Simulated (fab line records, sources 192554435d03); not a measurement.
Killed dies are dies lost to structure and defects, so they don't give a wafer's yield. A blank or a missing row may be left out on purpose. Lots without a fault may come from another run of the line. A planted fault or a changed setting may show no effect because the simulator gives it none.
Which tool did it? | flow n5_finfet | 10 lots, 30 wafers sampled, at 3 steps of a route of 1938

WHAT THE GAUGES READ, wafer by wafer
N5_BEOL_M0_SAQP_OVL_MEAS_15.
lot  | measured     | on         | M0_CORE_OVL (nm)
L074 | day 5 17:52  | overlay-02 | 0.0 -0.3 0.0
L077 | day 6 04:48  | overlay-01 | -0.8 -0.5 -0.2
L080 | day 6 22:41  | overlay-01 | -0.7 0.3 0.1
L082 | day 7 10:35  | overlay-01 | 0.4 0.3 1.1
L084 | day 8 06:49  | overlay-02 | -0.6 -1.4 -0.4
L087 | day 9 18:17  | overlay-01 | -0.5 -0.6 0.8
L089 | day 9 21:31  | overlay-02 | 0.3 0.4 0.4
L091 | day 9 23:39  | overlay-02 | -1.0 0.2 -1.7
L093 | day 10 10:10 | overlay-01 | -0.3 0.2 -0.3
L097 | day 11 10:46 | overlay-02 | -0.8 0.7 1.3

WHICH TOOL RAN EACH LOT (tool, then ch and the chambers of the sampled wafers, then the start)
lot  | N5_MOL_CONTACT_COAG_ETCHBACK_132   | N5_MOL_CONTACT_COAG_ETCH_67
L074 | rie_diel-06 ch 1,2, day 5 06:12    | rie_diel-02 ch 0,3, day 5 07:29
L077 | rie_diel-05 ch 0,1,2, day 5 21:38  | rie_diel-02 ch 0,1,2, day 5 22:55
L080 | rie_diel-02 ch 0,2,3, day 6 15:19  | rie_diel-05 ch 0,2, day 6 16:44
L082 | rie_diel-05 ch 0,1,2, day 7 01:54  | rie_diel-05 ch 0,1,2, day 7 03:21
L084 | rie_diel-06 ch 0,1,2, day 7 20:34  | rie_diel-02 ch 0,1, day 7 22:02
L087 | rie_diel-05 ch 0,1,2, day 9 09:03  | rie_diel-05 ch 0,1,2, day 9 11:47
L089 | rie_diel-02 ch 0,1,2, day 9 09:52  | rie_diel-02 ch 1,2, day 9 13:08
L091 | rie_diel-02 ch 0,1,3, day 9 15:10  | rie_diel-02 ch 0,3, day 9 17:11
L093 | rie_diel-05 ch 0,1, day 9 23:03    | rie_diel-05 ch 1,2,3, day 10 02:56
L097 | rie_diel-06 ch 0,1,3, day 11 03:28 | rie_diel-02 ch 0,2, day 11 05:01
- N5_MOL_CONTACT_COAG_ETCHBACK_132: etches SiO2 in CHF3, target depth 10 nm, time 6.7 s.
- N5_MOL_CONTACT_COAG_ETCH_67: etches SOC in N2/H2, target depth 60 nm, overetch 21 nm, time 101.2 s.

THE ANSWER, worked out from the rows above alone
Rule: what is usual is taken from the lots themselves. Put in order of their means at a reading, lots are off if they are a third of the lots or fewer, leave a main group of 4 or more, and stand apart from it by a gap of 3 or more times the standard deviation of the main group's means; of several such gaps the widest counts. A main group whose means are all the same, to the digits that the tables above print for the reading, isn't used. A lot without any number at a reading at which 4 lots or more have one is off too. The other lots that the step has rows for count as sound.
No lot is off at any reading shown: from this, nothing can be told.

WHAT THE SIMULATOR HAD PUT IN
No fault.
